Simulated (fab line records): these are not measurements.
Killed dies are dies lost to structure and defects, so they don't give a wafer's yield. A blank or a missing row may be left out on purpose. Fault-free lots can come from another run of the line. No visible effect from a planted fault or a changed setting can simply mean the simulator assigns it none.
Matching of chambers | flow nand_harc | NHARC_A_STAIRCASE_STRIP_476 on rie_diel-13: 4 sister chambers
The step strips in O2, time 20 s. 4 wafers are shown with their chamber, then 9 later ones without.

== EACH WAFER AND ITS CHAMBER ==
wafer  | chamber | showerhead_plenum_p_Torr (Torr)
L086.1 | 2       | 3.71
L086.2 | 1       | 3.72
L091.5 | 3       | 3.65
L091.6 | 0       | 3.29

== WAFERS WITHOUT THEIR CHAMBER ==
wafer  | showerhead_plenum_p_Torr (Torr)
L090.1 | 3.29
L090.4 | 3.65
L090.6 | 3.65
L092.1 | 3.64
L092.5 | 3.70
L092.6 | 3.28
L096.1 | 3.69
L096.3 | 3.28
L096.6 | 3.64

== EACH ONE'S CHAMBER ==
wafer  | from the rows above     | in truth
L090.1 | 0                       | 0
L090.4 | 3                       | 3
L090.6 | 3                       | 3
L092.1 | 3                       | 3
L092.5 | can't be placed: 2 or 1 | 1
L092.6 | 0                       | 0
L096.1 | can't be placed: 2 or 1 | 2
L096.3 | 0                       | 0
L096.6 | 3                       | 3
Correctly placed: 7 of 9. Not placeable from these rows: 2 (in 2, the candidates include the true chamber). 0 placed wrongly.
How it was worked out, from the rows above alone: a wafer's distance from a chamber is the root of the sum, over the readings, of the square of ((its reading less the chamber's mean) divided by the reading's scatter). If the next closest chamber is less than 2 further off than the closest, the wafer can't be placed; otherwise it belongs to the closest. For every chamber, the mean is computed from those of its wafers that are shown. The scatter (one wafer shown for each chamber): square how far every hidden wafer sits from the nearest shown wafer, average those squares and take the square root.
